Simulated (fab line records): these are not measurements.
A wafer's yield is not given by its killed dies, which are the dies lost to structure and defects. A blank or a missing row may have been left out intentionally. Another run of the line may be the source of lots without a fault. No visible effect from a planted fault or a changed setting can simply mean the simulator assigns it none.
Matching of chambers -- flow nand harc -- NHARC_P_BONDPAD_CMP_32 on cmp-02 has 4 sister chambers
The step polishes SiCN, target thk 200 nm. 4 wafers are shown with their chamber, then 9 later ones without.

== EACH WAFER AND ITS CHAMBER ==
wafer,chamber,motor current A (A)
L083.4,3,13.2
L087.2,1,11.3
L087.3,0,12.8
L087.4,2,12.6

== WAFERS WHOSE CHAMBER IS MISSING ==
wafer,motor current A (A)
L090.1,12.9
L090.2,13.2
L090.4,12.9
L094.1,13.0
L094.3,10.6
L094.5,12.4
L095.1,13.2
L095.4,12.2
L095.6,10.7

== WHICH CHAMBER EACH WENT THROUGH ==
wafer,from the rows above,in truth
L090.1,can't be placed: 0 or 3 or 2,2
L090.2,can't be placed: 3 or 0 or 2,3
L090.4,can't be placed: 0 or 3 or 2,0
L094.1,can't be placed: 0 or 3 or 2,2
L094.3,1,1
L094.5,can't be placed: 2 or 0 or 3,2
L095.1,can't be placed: 3 or 0 or 2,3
L095.4,can't be placed: 2 or 0 or 1 or 3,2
L095.6,1,1
Correctly placed: 2 of 9. Unplaceable from these rows: 7, with the true chamber sitting among the candidates in 7. 0 placed wrongly.
How it was worked out, from the rows above alone: a wafer's distance from a chamber is the root of the sum, over the readings, of the square of ((its reading less the chamber's mean) divided by the reading's scatter). The wafer belongs to the nearest chamber; if the next one is less than 2 further off, it can't be placed. For every chamber, the mean is computed from those of its wafers that are shown. The scatter: root of mean squared gap, hidden wafer to nearest shown wafer, with one shown wafer a chamber.
